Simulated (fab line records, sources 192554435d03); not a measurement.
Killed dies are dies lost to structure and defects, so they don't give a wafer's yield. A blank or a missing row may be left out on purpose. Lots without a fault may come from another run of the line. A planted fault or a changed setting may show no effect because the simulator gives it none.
fab line records | flow n5_finfet
record lots=9 wafers=27 last_day=18
route steps=1938 shown STI_FIN_REVEAL@190 DUMMY_GATE@219 BEOL_M4@1111 PASSIVATION@1936
lots that met no fault: from a run of the same line without faults
start_h: hours from the record's first day to the start of the lot's first wafer shown | wait_h: hours since the lot's step before | " the same as in the row above | L1.1+2: a row that stands for several wafers | - no value, or no start given | * or withheld: withheld | < > ~ a bound
route shown NAME@n: a module of which the file shows steps, and the number in the route of the first | usual: mean/standard deviation of fault-free wafers | same: alike in all rows | chamber/n: place in a boat | sites: the reading at each site | _std_site: their standard deviation | _edge_site: outer sites' mean less inner sites' | radius_mm: how far each site lies from the wafer's centre | mask NAME#n: copy n | behind: the tool/chamber that last shaped the wafer | hold: why the lot was held/for how many hours/how that ended | device: the transistor (n, p or np) that didn't switch | end of line: the same wafers' tests at the end of the route | a step without rows: its recipe alone | killed: dies lost to structure and defects at the first sort, not the wafer's yield | map: a wafer's dies, x killed, . not, _ none there
set.NAME: the setting as run; set.NAME@STEP: as run at that earlier step | model.NAME: the simulator's own value behind a step, which no gauge read
steps of the route over a sample of lots; a table a step, a row a wafer
services: from which hour (start_h, from the record's first day; less than 0 if before it) a tool's chamber was out of use, for how many hours, and why
## steps
# step N5_STI_FIN_REVEAL_ETCHBACK_08
# recipe chemistry=C4F6/O2 target=SiO2 target_depth_a=305 time_s=10.167 ion_energy_ev=250 pressure_mtorr=30 source_w=345 bias_w=185 Ar_flow_sccm=300 C4F6_flow_sccm=10 O2_flow_sccm=10
# usual drypump_motor_current_A=5.8/0.41 oes_ar_750_au=0.76/0.054 oes_product_au=0.75/0.057 rf_vpp_V=664/9 showerhead_plenum_p_Torr=2.85/0.096 throttle_valve_pct=21.18/0.18
# columns lot.wafer tool chamber start_h wait_h drypump_motor_current_A oes_ar_750_au oes_product_au rf_hours_counter_h rf_vpp_V showerhead_plenum_p_Torr throttle_valve_pct
L218.1 rie_diel-06 2 41.11 0.2 5.6 0.74 0.73 168 668 2.71 21.05
L218.4 " 3 " " 5.7 0.83 0.83 86 680 2.99 21.14
L218.5 " 0 " " 6.0 0.81 0.80 - 661 2.98 21.06
L219.2 rie_diel-06 0 46.94 0.2 6.0 0.81 0.81 98 661 2.98 21.07
L219.3 " 3 " " 5.7 0.82 0.83 88 681 2.99 21.18
L219.6 " 2 " " 5.6 0.74 0.73 - 666 2.71 21.05
L220.1 rie_diel-05 1 60.58 0.2 6.6 0.70 0.69 224 650 2.72 21.60
L220.2 " 2 " " 5.5 0.72 0.70 198 677 2.73 21.22
L220.4 " 0 " " 5.3 0.79 0.78 112 658 2.64 21.37
L224.1 rie_diel-06 1 77.39 0.2 5.7 0.75 0.74 202 668 2.84 21.52
L224.3 " 2 " " 5.6 0.73 0.73 180 669 2.71 21.07
L224.6 " 2 " " 5.6 0.74 0.73 - 669 2.71 21.07
L225.2 rie_diel-01 2 83.29 0.4 6.4 0.71 0.71 197 666 2.93 21.07
L225.3 " 0 " " 5.5 0.84 0.84 46 660 2.89 20.91
L225.6 " 3 " " 5.3 0.74 0.74 - 671 2.84 21.14
L231.1 rie_diel-01 0 118.71 0.2 5.4 0.82 0.82 59 661 2.88 20.92
L231.5 " 1 " " 6.1 0.74 0.73 - 649 2.83 21.30
L231.6 " 2 " " 6.4 0.70 0.70 - 667 2.93 21.07
L237.1 rie_diel-06 2 157.25 0.4 5.6 0.71 0.71 202 666 2.70 21.10
L237.3 " 0 " " 6.0 0.77 0.76 135 659 2.96 21.11
L237.6 " 3 " " 5.7 0.78 0.80 - 679 2.97 21.23
L238.2 rie_diel-01 1 160.43 0.2 6.2 0.73 0.71 188 647 2.82 21.32
L238.4 " 2 " " 6.4 0.70 0.69 222 665 2.92 21.10
L238.5 " 2 " " 6.4 0.70 0.69 - 666 2.92 21.10
L239.1 rie_diel-06 0 166.58 0.3 6.0 0.77 0.76 140 658 2.96 21.14
L239.4 " 2 " " 5.6 0.72 0.71 - 667 2.69 21.10
L239.5 " 0 " " 6.0 0.76 0.76 - 660 2.96 21.15
# step N5_STI_FIN_REVEAL_STRIP_24
# recipe chemistry=N2/H2 time_s=90 power_w=100 temp_c=40 pressure_mtorr=100 rf_frequency_hz=6e+07 bias_power_w=3 n2_flow_sccm=300 h2_flow_sccm=300
# usual drypump_motor_current_A=5.8/0.41 oes_product_au=0.75/0.063 rf_vpp_V=45.2/0.82 showerhead_plenum_p_Torr=3.39/0.11 throttle_valve_pct=12.26/0.22
# columns lot.wafer tool chamber start_h wait_h drypump_motor_current_A oes_product_au rf_hours_counter_h rf_vpp_V showerhead_plenum_p_Torr throttle_valve_pct
L218.1 rie_diel-06 2 41.14 0.0 5.6 0.73 168 43.6 3.23 12.25
L218.4 " 3 " " 5.8 0.84 86 45.9 3.52 11.98
L218.5 " 0 " " 6.1 0.83 - 44.9 3.54 12.12
L219.2 rie_diel-06 0 46.98 0.0 6.0 0.81 98 45.2 3.54 12.13
L219.3 " 3 " " 5.7 0.83 88 44.6 3.52 12.00
L219.6 " 2 " " 5.6 0.73 - 45.2 3.23 12.25
L220.1 rie_diel-05 1 60.61 0.0 6.6 0.69 224 44.5 3.23 12.69
L220.2 " 2 " " 5.5 0.71 199 44.8 3.22 12.27
L220.4 " 0 " " 5.3 0.78 112 43.3 3.16 12.40
L224.1 rie_diel-06 1 77.43 0.0 5.7 0.74 202 45.8 3.37 12.61
L224.3 " 2 " " 5.6 0.72 180 44.4 3.23 12.26
L224.6 " 2 " " 5.6 0.72 - 45.3 3.23 12.28
L225.2 rie_diel-01 2 83.33 0.0 6.4 0.70 197 45.2 3.48 12.17
L225.3 " 0 " " 5.5 0.85 46 46.0 3.43 11.87
L225.6 " 3 " " 5.3 0.74 - 44.9 3.38 12.22
L231.1 rie_diel-01 0 118.75 0.0 5.5 0.83 59 45.2 3.42 11.90
L231.5 " 1 " " 6.1 0.73 - 45.3 3.38 12.52
L231.6 " 2 " " 6.4 0.70 - 46.4 3.47 12.18
L237.1 rie_diel-06 2 157.29 0.0 5.6 0.70 202 45.5 3.22 12.34
L237.3 " 0 " " 6.1 0.78 135 46.1 3.52 12.22
L237.6 " 3 " " 5.7 0.80 - 44.3 3.50 12.08
L238.2 rie_diel-01 1 160.47 0.0 6.1 0.72 188 45.6 3.37 12.56
L238.4 " 2 " " 6.3 0.69 223 46.7 3.47 12.22
L238.5 " 2 " " 6.4 0.68 - 45.5 3.47 12.23
L239.1 rie_diel-06 0 166.62 0.0 6.0 0.77 140 45.1 3.51 12.23
L239.4 " 2 " " 5.6 0.70 - 45.1 3.21 12.35
L239.5 " 0 " " 6.0 0.77 - 45.8 3.51 12.23
# step N5_STI_FIN_REVEAL_PRECLEAN_18
# recipe chemistry=SC2 time_s=45 temp_c=35 mix=1:1:50
# usual bath_heat_duty_pct=3.5/0.52
# columns lot.wafer tool chamber start_h wait_h bath_heat_duty_pct
L218.1 wet_bench-06 5 44.09 0.0 2.4
L218.4 " 0 " " 3.5
L218.5 " 4 " " 2.8
L219.2 wet_bench-01 0 49.93 0.0 4.3
L219.3 " 6 " " 3.3
L219.6 " 5 " " 2.9
L220.1 wet_bench-01 0 63.56 0.0 3.7
L220.2 " 6 " " 3.4
L220.4 " 4 " " 3.5
L224.1 wet_bench-01 5 80.37 0.0 2.9
L224.3 " 4 " " 3.2
L224.6 " 6 " " 3.7
L225.2 wet_bench-01 4 86.28 0.0 3.2
L225.3 " 7 " " 3.8
L225.6 " 6 " " 3.3
L231.1 wet_bench-04 2 121.72 0.0 3.5
L231.5 " 7 " " 3.7
L231.6 " 5 " " 4.4
L237.1 wet_bench-04 6 160.29 0.0 3.3
L237.3 " 7 " " 3.5
L237.6 " 2 " " 3.6
L238.2 wet_bench-01 0 163.41 0.0 4.2
L238.4 " 2 " " 3.5
L238.5 " 1 " " 4.0
L239.1 wet_bench-01 7 169.57 0.0 3.5
L239.4 " 4 " " 3.0
L239.5 " 0 " " 3.7
# step N5_STI_FIN_REVEAL_INSPECT_13
# recipe inspect_instrument=darkfield mode=post_clean
# usual raw_defect_count=11/5.1
# columns lot.wafer tool chamber start_h wait_h raw_defect_count
L218.1 defect_inspect-01 - 44.15 0.0 7
L218.4 " - " " 15
L218.5 " - " " 6
L219.2 defect_inspect-01 - 49.99 0.0 14
L219.3 " - " " 11
L219.6 " - " " 8
L220.1 defect_inspect-01 - 63.62 0.0 9
L220.2 " - " " 10
L220.4 " - " " 10
L224.1 defect_inspect-01 - 80.43 0.0 6
L224.3 " - " " 1073
L224.6 " - " " 6
L225.2 defect_inspect-02 - 86.34 0.0 1027
L225.3 " - " " 13
L225.6 " - " " 6
L231.1 defect_inspect-02 - 121.77 0.0 19
L231.5 " - " " 14
L231.6 " - " " 10
L237.1 defect_inspect-02 - 160.34 0.0 10
L237.3 " - " " 10
L237.6 " - " " 22
L238.2 defect_inspect-01 - 163.47 0.0 7
L238.4 " - " " 8
L238.5 " - " " 12
L239.1 defect_inspect-01 - 169.63 0.0 14
L239.4 " - " " 8
L239.5 " - " " 7
# step N5_DUMMY_GATE_THK_MEAS_05
# usual thk_nm=72.1/1.2
# columns lot.wafer tool chamber start_h wait_h thk_nm
L218.1 film_metro-01 - 48.34 0.1 71.7
L218.4 " - " " 72.0
L218.5 " - " " 72.6
L219.2 film_metro-02 - 55.57 0.2 72.5
L219.3 " - " " 72.7
L219.6 " - " " 74.9
L220.1 film_metro-02 - 68.60 0.1 72.5
L220.2 " - " " 70.9
L220.4 " - " " 69.7
L224.1 film_metro-02 - 85.12 0.1 72.2
L224.3 " - " " 71.1
L224.6 " - " " 72.3
L225.2 film_metro-02 - 90.53 0.1 72.1
L225.3 " - " " 72.6
L225.6 " - " " 73.2
L231.1 film_metro-02 - 125.95 0.1 70.8
L231.5 " - " " 70.9
L231.6 " - " " 72.4
L237.1 film_metro-01 - 166.70 0.1 71.5
L237.3 " - " " 72.0
L237.6 " - " " 72.4
L238.2 film_metro-01 - 168.57 0.1 72.2
L238.4 " - " " 73.8
L238.5 " - " " 74.9
L239.1 film_metro-01 - 176.57 0.1 72.9
L239.4 " - " " 72.8
L239.5 " - " " 72.1
# step N5_BEOL_M4_RC_MEAS_101
# usual DIBL_N=35.9/1.4 DIBL_P=35.9/1.7 IOFF_N=0.160/0.026 IOFF_P=0.21/0.036 ION_N=672/11 ION_P=461/8.1 SS_N=71.4/0.54 SS_P=73.2/0.67 VT_N=249.3/2.7 VT_P=-250/3.9
# columns lot.wafer tool chamber start_h wait_h DIBL_N[mV/V] DIBL_P[mV/V] IOFF_N[nA/um] IOFF_P[nA/um] ION_N[uA/um] ION_P[uA/um] SS_N[mV/dec] SS_P[mV/dec] VT_N[mV] VT_P[mV]
L218.1 prober-01 0 172.90 0.0 34.3 33.6 0.129 0.19 660 462 71.6 72.8 250.5 -248
L218.4 " 0 " " 38.8 39.7 0.233 0.29 687 468 72.8 74.8 243.2 -244
L218.5 " 0 " " 36.5 35.2 0.155 0.22 672 457 72.1 73.3 251.0 -247
L219.2 prober-01 0 192.44 0.2 34.8 34.6 0.127 0.20 660 460 71.4 71.7 253.8 -248
L219.3 " 0 " " 36.4 37.3 0.172 0.26 683 474 71.5 73.3 250.2 -246
L219.6 " 0 " " 32.5 32.9 0.114 0.19 669 470 70.7 72.3 250.5 -247
L220.1 prober-02 0 196.80 0.0 36.3 36.2 0.161 0.22 674 462 71.1 74.1 249.6 -247
L220.2 " 0 " " 38.0 39.1 0.208 0.28 682 465 72.0 73.7 246.3 -248
L220.4 " 0 " " 36.7 35.7 0.169 0.21 674 454 71.8 73.2 250.4 -247
L224.1 prober-01 0 208.68 0.0 36.4 34.8 0.153 0.20 671 464 71.4 73.4 250.6 -250
L224.3 " 0 " " 36.4 35.9 0.160 0.23 677 474 71.3 73.2 248.7 -247
L224.6 " 0 " " 35.4 34.2 0.147 0.20 670 465 70.6 72.6 249.6 -246
L225.2 prober-02 0 222.69 0.2 36.4 37.4 0.167 0.19 688 457 70.5 74.0 249.1 -254
L225.3 " 0 " " 34.8 35.2 0.132 0.16 673 456 71.3 73.0 249.8 -256
L225.6 " 0 " " 36.5 36.9 0.172 0.20 679 463 70.6 73.3 248.2 -251
L231.1 prober-01 0 254.42 0.0 35.7 36.0 0.171 0.24 692 476 71.6 72.6 245.1 -247
L231.5 " 0 " " 35.4 35.7 0.163 0.23 673 466 71.1 72.9 247.9 -244
L231.6 " 0 " " 36.0 36.0 0.169 0.24 684 470 72.0 72.7 247.9 -246
L238.2 prober-02 0 291.75 0.2 40.2 39.1 0.228 0.27 677 468 72.5 74.4 246.0 -248
L238.4 " 0 " " 35.4 34.9 0.132 0.19 672 462 70.7 72.5 252.0 -254
L238.5 " 0 " " 37.4 37.0 0.165 0.22 682 465 71.2 73.3 247.7 -249
L237.1 prober-02 0 309.35 0.0 36.1 34.4 0.142 0.15 664 450 70.9 72.8 249.5 -258
L237.3 " 0 " " 37.1 36.0 0.142 0.17 643 441 71.9 73.1 253.3 -254
L237.6 " 0 " " 37.0 36.6 0.158 0.18 674 450 71.8 73.2 248.2 -255
L239.1 prober-01 0 309.69 0.0 36.2 37.0 0.186 0.23 670 458 72.1 73.9 245.1 -248
L239.4 " 0 " " 35.4 37.1 0.171 0.22 690 465 71.6 74.4 248.0 -250
L239.5 " 0 " " 34.2 34.5 0.136 0.18 660 451 71.1 72.8 251.7 -253
# step N5_PASSIVATION_PROBE_49
# usual defect_limited_yield=90.9/1.5 killed_at_M0_to_M3=35/10 killed_at_M4_up=14/5.2 killed_at_contacts=13/7.3 killed_at_front_end=42/12 killed_at_other=3.4/2.5 killed_dies=108/18 killed_on_rim=14/4.2 killed_open=70/13 killed_short=35/8 sort_bin_4_leakage=0.00/0.007 sort_bin_5_function=5.4/1 sort_bin_6_memory=3.4/0.71 sort_n_pass=1072/18 sort_yield_pct=90.9/1.5
# same gross_dies=1180 killed_at_back_side=0 sort_bin_8_speed[%]=0
# columns lot.wafer tool chamber start_h wait_h defect_limited_yield[%] killed_at_M0_to_M3 killed_at_M4_up killed_at_contacts killed_at_front_end killed_at_other killed_dies killed_on_rim killed_open killed_short sort_bin_4_leakage[%] sort_bin_5_function[%] sort_bin_6_memory[%] sort_n_pass sort_yield_pct[%]
L220.1 prober-02 - 294.98 0.0 91.2 61 15 7 21 0 104 14 62 40 0 5.2 3.3 1076 91.2
L220.2 prober-02 - 295.03 0.1 91.6 35 11 11 37 5 99 13 57 37 0 5.3 2.5 1081 91.6
L220.4 prober-02 - 295.13 0.2 93.2 23 18 3 36 0 80 14 61 15 0 4.1 2.6 1100 93.2
L224.1 prober-02 - 320.97 0.0 92.4 43 12 7 22 6 90 10 62 28 0 4.9 2.4 1090 92.4
L224.3 prober-02 - 321.07 0.1 80.8 27 12 6 182 0 227 25 62 24 0 11.9 4.2 953 80.8
L224.6 prober-02 - 321.22 0.3 90.1 37 25 5 48 2 117 19 77 39 0 6.2 3.6 1063 90.1
L225.2 prober-02 - 325.42 0.1 80.5 38 10 15 165 2 230 26 52 40 0 11.2 4.2 950 80.5
L225.3 prober-02 - 325.47 0.1 87.8 58 22 26 34 4 144 21 93 47 0 7.9 4.2 1036 87.8
L225.6 prober-02 - 325.62 0.3 90.3 42 8 11 46 8 115 11 66 49 0 6.1 3.2 1065 90.3
L231.1 prober-02 - 372.56 0.0 89.8 41 9 22 47 1 120 14 75 42 0 5.5 4.2 1060 89.8
L231.5 prober-02 - 372.76 0.2 87.3 49 15 27 57 2 150 25 94 54 0 8.0 4.3 1030 87.3
L231.6 prober-02 - 372.81 0.3 87.9 39 11 18 68 7 143 15 91 52 0 7.1 4.7 1037 87.9
L238.2 prober-01 - 404.13 0.1 92.3 22 9 13 45 2 91 13 64 26 0 4.1 3.3 1089 92.3
L238.4 prober-01 - 404.23 0.2 93.9 18 14 18 21 1 72 11 47 23 0 3.5 2.5 1108 93.9
L238.5 prober-01 - 404.28 0.2 90.5 24 13 26 48 1 112 13 70 39 0 5.2 4.0 1068 90.5
L239.1 prober-01 - 417.87 0.0 91.9 27 10 7 49 2 95 12 57 36 0 4.7 3.0 1085 91.9
L239.4 prober-01 - 418.02 0.2 92.3 33 11 6 29 12 91 13 51 39 0 4.6 2.8 1089 92.3
L239.5 prober-01 - 418.07 0.2 89.7 35 11 22 47 6 121 18 85 36 0 6.2 3.6 1059 89.7
L237.1 prober-01 - 425.81 0.0 88.6 41 23 13 55 2 134 20 85 45 0 5.6 5.1 1046 88.6
L237.3 prober-01 - 425.91 0.1 88.1 55 18 9 57 1 140 19 103 34 0 7.6 3.9 1040 88.1
L237.6 prober-01 - 426.06 0.3 87.5 38 18 12 78 1 147 23 90 55 0 7.5 4.7 1033 87.5
# killed by level:class
L220.1 BEOL_M0_SAQP:geometric_particle:short=21 BEOL_M0_SAQP:geometric_particle:open=17 BEOL_M2:geometric_particle:open=11 MOL_CONTACT_COAG:geometric_particle:open=7 GATE_CUT:geometric_particle:open=5 BEOL_M4:geometric_particle:open=5 FIN_SAQP:geometric_particle:short=4 BEOL_M2:geometric_particle:short=4
L220.2 BEOL_M0_SAQP:geometric_particle:short=13 BEOL_M0_SAQP:geometric_particle:open=9 MOL_CONTACT_COAG:geometric_particle:open=8 FIN_SAQP:geometric_particle:open=7 FIN_SAQP:geometric_particle:short=6 GATE_CUT:geometric_particle:open=5 GATE_CUT:geometric_particle:short=5 STI_FIN_REVEAL:geometric_particle:open=4
L220.4 FIN_SAQP:geometric_particle:open=11 BEOL_M0_SAQP:geometric_particle:open=8 BEOL_M4:geometric_particle:open=8 STI_FIN_REVEAL:geometric_particle:open=5 BEOL_M2:geometric_particle:open=5 STARTING-WAFER:geometric_particle:open=5 FIN_SAQP:geometric_particle:short=4 DUMMY_GATE:geometric_particle:open=4
L224.1 BEOL_M0_SAQP:geometric_particle:open=17 BEOL_M0_SAQP:geometric_particle:short=9 BEOL_M2:geometric_particle:open=7 MOL_CONTACT_COAG:geometric_particle:open=6 BEOL_M4:geometric_particle:open=6 FIN_SAQP:geometric_particle:short=4 GATE_CUT:geometric_particle:short=4 BEOL_M3:geometric_particle:open=4
L224.3 STI_FIN_REVEAL:unspecified=137 GATE_CUT:geometric_particle:short=11 FIN_SAQP:geometric_particle:open=9 BEOL_M2:geometric_particle:open=9 STI_FIN_REVEAL:geometric_particle:open=5 MOL_CONTACT_COAG:geometric_particle:open=5 BEOL_M0_SAQP:geometric_particle:open=5 ILD0:geometric_particle:open=4
L224.6 BEOL_M4:geometric_particle:open=11 STI_FIN_REVEAL:geometric_particle:open=10 BEOL_M0_SAQP:geometric_particle:open=9 BEOL_M1:geometric_particle:open=9 BEOL_M2:geometric_particle:open=7 BEOL_M8:geometric_particle:open=6 FIN_SAQP:geometric_particle:short=5 BEOL_M0_SAQP:geometric_particle:short=5
L225.2 STI_FIN_REVEAL:unspecified=138 FIN_SAQP:geometric_particle:short=15 MOL_CONTACT_COAG:geometric_particle:open=11 BEOL_M0_SAQP:geometric_particle:open=10 BEOL_M0_SAQP:geometric_particle:short=8 FIN_SAQP:geometric_particle:open=6 BEOL_M4:geometric_particle:open=6 BEOL_M1:geometric_particle:open=5
L225.3 MOL_CONTACT_COAG:geometric_particle:open=19 FIN_SAQP:geometric_particle:short=13 BEOL_M1:geometric_particle:open=13 BEOL_M4:geometric_particle:open=10 BEOL_M0_SAQP:geometric_particle:short=9 BEOL_M0_SAQP:geometric_particle:open=8 BEOL_M3:geometric_particle:open=8 MOL_CONTACT_COAG:geometric_particle:short=7
L225.6 FIN_SAQP:geometric_particle:short=14 FIN_SAQP:geometric_particle:open=11 BEOL_M0_SAQP:geometric_particle:short=11 BEOL_M3:geometric_particle:open=10 MOL_CONTACT_COAG:geometric_particle:open=8 BEOL_M0_SAQP:geometric_particle:open=6 BEOL_M1:geometric_particle:open=5 BEOL_M5:geometric_particle:open=4
L231.1 MOL_CONTACT_COAG:geometric_particle:open=16 BEOL_M0_SAQP:geometric_particle:short=12 FIN_SAQP:geometric_particle:open=9 STI_FIN_REVEAL:geometric_particle:open=9 BEOL_M0_SAQP:geometric_particle:open=8 FIN_SAQP:geometric_particle:short=6 DUMMY_GATE:geometric_particle:open=6 GATE_CUT:geometric_particle:short=5
L231.5 MOL_CONTACT_COAG:geometric_particle:open=21 BEOL_M0_SAQP:geometric_particle:short=13 STI_FIN_REVEAL:geometric_particle:open=12 BEOL_M3:geometric_particle:open=12 FIN_SAQP:geometric_particle:open=11 FIN_SAQP:geometric_particle:short=8 BEOL_M4:geometric_particle:open=7 MOL_CONTACT_COAG:geometric_particle:short=6
L231.6 STI_FIN_REVEAL:geometric_particle:open=24 FIN_SAQP:geometric_particle:open=11 MOL_CONTACT_COAG:geometric_particle:open=10 FIN_SAQP:geometric_particle:short=9 MOL_CONTACT_COAG:geometric_particle:short=8 BEOL_M0_SAQP:geometric_particle:short=8 BEOL_M0_SAQP:geometric_particle:open=7 GATE_CUT:geometric_particle:short=7
L238.2 MOL_CONTACT_COAG:geometric_particle:open=11 FIN_SAQP:geometric_particle:open=8 GATE_CUT:geometric_particle:short=7 STI_FIN_REVEAL:geometric_particle:open=6 BEOL_M0_SAQP:geometric_particle:open=6 BEOL_M3:geometric_particle:open=6 ILD0:geometric_particle:open=5 GATE_CUT:geometric_particle:open=5
L238.4 MOL_CONTACT_COAG:geometric_particle:open=12 MOL_CONTACT_COAG:geometric_particle:short=6 STI_FIN_REVEAL:geometric_particle:open=5 BEOL_M2:geometric_particle:open=4 BEOL_M4:geometric_particle:open=4 FIN_SAQP:geometric_particle:short=3 BEOL_M8:geometric_particle:open=3 BEOL_M1:geometric_particle:open=3
L238.5 MOL_CONTACT_COAG:geometric_particle:open=17 STI_FIN_REVEAL:geometric_particle:open=14 MOL_CONTACT_COAG:geometric_particle:short=9 BEOL_M3:geometric_particle:open=9 FIN_SAQP:geometric_particle:short=6 BEOL_M2:geometric_particle:open=6 FIN_SAQP:geometric_particle:open=5 DUMMY_GATE:geometric_particle:short=5
L239.1 FIN_SAQP:geometric_particle:open=17 FIN_SAQP:geometric_particle:short=13 BEOL_M0_SAQP:geometric_particle:short=6 MOL_CONTACT_COAG:geometric_particle:open=6 BEOL_M2:geometric_particle:open=5 BEOL_M4:geometric_particle:open=5 GATE_CUT:geometric_particle:short=4 BEOL_M0_SAQP:geometric_particle:open=4
L239.4 FIN_SAQP:geometric_particle:short=10 BEOL_M2:geometric_particle:open=7 BEOL_M0:geometric_particle:open=6 FIN_SAQP:geometric_particle:open=5 MOL_CONTACT_COAG:geometric_particle:open=5 BEOL_M0_SAQP:geometric_particle:short=5 BEOL_M0_SAQP:geometric_particle:open=4 BEOL_M4:geometric_particle:open=4
L239.5 FIN_SAQP:geometric_particle:open=17 MOL_CONTACT_COAG:geometric_particle:open=15 FIN_SAQP:geometric_particle:short=13 STI_FIN_REVEAL:geometric_particle:open=9 BEOL_M2:geometric_particle:open=9 BEOL_M0_SAQP:geometric_particle:open=8 MOL_CONTACT_COAG:geometric_particle:short=7 BEOL_M4:geometric_particle:open=7
L237.1 FIN_SAQP:geometric_particle:short=11 FIN_SAQP:geometric_particle:open=11 MOL_CONTACT_COAG:geometric_particle:open=11 STI_FIN_REVEAL:geometric_particle:open=10 BEOL_M4:geometric_particle:open=10 GATE_CUT:geometric_particle:short=8 BEOL_M2:geometric_particle:open=7 BEOL_M0_SAQP:geometric_particle:open=6
L237.3 BEOL_M2:geometric_particle:open=20 STI_FIN_REVEAL:geometric_particle:open=18 FIN_SAQP:geometric_particle:open=10 BEOL_M4:geometric_particle:open=10 BEOL_M0:geometric_particle:open=7 MOL_CONTACT_COAG:geometric_particle:open=7 BEOL_M3:geometric_particle:open=6 GATE_CUT:geometric_particle:short=6
L237.6 STI_FIN_REVEAL:geometric_particle:open=20 FIN_SAQP:geometric_particle:open=14 GATE_CUT:geometric_particle:short=14 BEOL_M2:geometric_particle:open=9 BEOL_M4:geometric_particle:open=9 FIN_SAQP:geometric_particle:short=8 MOL_CONTACT_COAG:geometric_particle:open=8 BEOL_M0_SAQP:geometric_particle:short=7
## services
# columns tool chamber start_h hours kind
rie_diel-05 1 35.97 1.5 repair
rie_diel-01 - 38.30 0.8 repair
rie_diel-01 - 39.22 13.9 repair
rie_diel-06 2 130.51 8.3 repair
rie_diel-05 1 139.24 - clean
rie_diel-05 1 139.24 - consumable_replace:focus_ring
rie_diel-05 1 139.24 - consumable_replace:showerhead
rie_diel-05 1 139.24 12.1 scheduled_down
rie_diel-05 1 139.24 12.1 vent_cycle
wet_bench-04 - 144.02 0.9 repair
rie_diel-06 3 159.99 6.8 repair
## key
first_sign step=N5_STI_FIN_REVEAL_INSPECT_13 reading=raw_defect_count direction=up sigmas=99+ usual=11 struck=1050
effect step=N5_PASSIVATION_PROBE_49 reading=killed_at_front_end direction=up sigmas=11 usual=42 struck=174
more_kills_born_at N5_STI_FIN_REVEAL_PRECLEAN_18@wet_bench-01=275
met_at N5_STI_FIN_REVEAL_PRECLEAN_18
struck_lots L224,L225
struck_wafers L224.3,L225.2
not_acting_at N5_STI_FIN_REVEAL_ETCHBACK_08,N5_STI_FIN_REVEAL_STRIP_24,N5_DUMMY_GATE_THK_MEAS_05
onset_between 63.56 80.37
fault kind=chamber_particle_source tool=wet_bench-01 chamber=4 onset_h=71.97 steps=N5_STI_FIN_REVEAL_PRECLEAN_18 rate_per_visit_cm2=1.5986 end_h=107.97
